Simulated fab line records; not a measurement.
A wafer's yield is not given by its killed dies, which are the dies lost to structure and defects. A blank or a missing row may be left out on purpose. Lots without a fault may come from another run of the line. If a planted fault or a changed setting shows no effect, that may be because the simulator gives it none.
2 desks looking at one fault / flow n5_finfet / each desk has only its own numbers; what lay behind them comes last

## THE TOOL OWNER'S DESK: litho_track-03
The tool's own readings at N5_BEOL_M14_COAT_65 (time 60 s, resist thk 450 nm): means of the sampled wafers that have a number, for each lot that ran on this tool. A lot is out of limits, marked OUT, if its mean lies more than 4 standard deviations from the usual mean; the brackets give that distance.
Columns: A = spin_speed_rpm at N5_BEOL_M14_COAT_65, usual 1500.1 rpm
lot=L587; first seen here=day 12 03:10; A=1499.5
lot=L591; first seen here=day 12 15:14; A=1646.6 (+99 or more) OUT
lot=L593; first seen here=day 13 15:11; A=1645.1 (+99 or more) OUT
lot=L603; first seen here=day 16 09:25; A=1500.5
lot=L607; first seen here=day 16 22:51; A=1501.1
lot=L606; first seen here=day 16 23:55; A=1500.4
lot=L609; first seen here=day 19 13:47; A=1499.3
This desk's finding: out of limits on L591, L593; first on L591, day 12 15:14 (spin_speed_rpm at N5_BEOL_M14_COAT_65). Within limits: L587, L603, L607, L606, L609.

## THE DEFECT DESK
Counts from the inspections along the route, per lot, as means over the sampled wafers that have a number. A lot is out of limits, marked OUT, if its mean lies more than 4 standard deviations from the usual mean; the brackets give that distance.
Columns: A = raw_defect_count at N5_BEOL_M13_INSPECT_55, usual 70
lot=L587; first seen here=day 12 01:55; A=52
lot=L591; first seen here=day 12 14:08; A=89
lot=L589; first seen here=day 13 00:04; A=63
lot=L593; first seen here=day 13 13:57; A=51
lot=L604; first seen here=day 16 02:47; A=91
lot=L603; first seen here=day 16 08:16; A=56
lot=L605; first seen here=day 16 11:36; A=54
lot=L607; first seen here=day 16 21:35; A=42
lot=L606; first seen here=day 16 22:42; A=65
lot=L608; first seen here=day 17 19:59; A=81
lot=L609; first seen here=day 19 12:41; A=48
This desk's verdict: no lot among the 11 shows anything out of limits.

## PUT TOGETHER
At day 12 15:14, on L591, L593, the tool owner's desk was in a position to raise an alarm.
No out-of-limits result turned up at the defect desk.
The defect desk has L591, L593 on record, within its limits.
All the named lots went through N5_BEOL_M14_COAT_65 on litho_track-03.

## WHAT THE SIMULATOR HAD INSERTED
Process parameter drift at N5_BEOL_M14_COAT_65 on litho_track-03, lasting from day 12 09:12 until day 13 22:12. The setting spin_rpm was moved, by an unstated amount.
Lots struck among those shown: L591, L593.
Each desk's first reading out of limits, in hours after the fault started: the tool owner's desk, 6.
